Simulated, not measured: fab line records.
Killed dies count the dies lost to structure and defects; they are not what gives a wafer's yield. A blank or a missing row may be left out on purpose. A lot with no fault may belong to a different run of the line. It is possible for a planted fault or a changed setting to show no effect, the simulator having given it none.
Chamber matching ; flow nand harc ; NHARC_A_STAIRCASE_DEP_301 on pecvd-02: 3 sister chambers
The step deposits SiON, target thk 30 nm. 16 wafers are shown with their chamber, then 8 later ones without.

EACH WAFER AND ITS CHAMBER
wafer;chamber;heater power outer w (W);heater power w (W);susceptor temp C (C)
L075.2;2;378;702;399.89
L075.3;0;516;781;399.79
L075.6;1;553;787;400.47
L076.1;2;429;738;400.35
L076.2;0;507;794;400.04
L076.3;1;592;862;399.77
L079.1;1;571;843;399.82
L079.2;0;407;672;400.17
L079.4;0;403;654;399.74
L087.1;1;573;823;399.83
L087.3;2;450;763;399.80
L087.5;0;470;766;399.79
L088.1;0;439;711;400.00
L088.3;2;378;698;400.00
L088.4;2;383;698;399.90
L091.2;1;588;846;399.56

SIGNATURES (means of the wafers above)
reading;chamber 0;chamber 1;chamber 2;scatter within a chamber
heater power outer w;457.00;575.40;403.60;36.6
heater power w;729.67;832.20;719.80;43.2
susceptor temp C;399.9217;399.8900;399.9880;0.248
Rule: a wafer lies at a distance from a chamber equal to the root of the sum of squares, over the readings, of (its reading less the chamber's mean, divided by the reading's scatter). If the next closest chamber is less than 2 further off than the closest, the wafer can't be placed; otherwise it belongs to the closest. How the scatter is found: for the shown wafers, subtract from each reading the mean of its chamber, square and add these, divide the total by (wafers less chambers), then take the root.

WAFERS WHOSE CHAMBER IS MISSING
wafer;heater power outer w (W);heater power w (W);susceptor temp C (C)
L091.4;598;831;399.65
L091.5;387;690;399.76
L093.3;419;721;399.98
L093.4;482;781;400.20
L093.5;597;869;399.63
L097.2;455;738;399.86
L097.4;426;739;400.38
L097.6;573;764;399.75

EACH ONE'S CHAMBER
wafer;from the rows above;in truth
L091.4;1;1
L091.5;can't be placed: 2 or 0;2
L093.3;can't be placed: 2 or 0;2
L093.4;can't be placed: 0 or 2 or 1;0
L093.5;1;1
L097.2;can't be placed: 0 or 2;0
L097.4;can't be placed: 2 or 0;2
L097.6;can't be placed: 1 or 0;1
Correctly placed: 2 of 8. From these rows, 6 cannot be placed; in 6 the true chamber is one of the candidates. 0 placed wrongly.
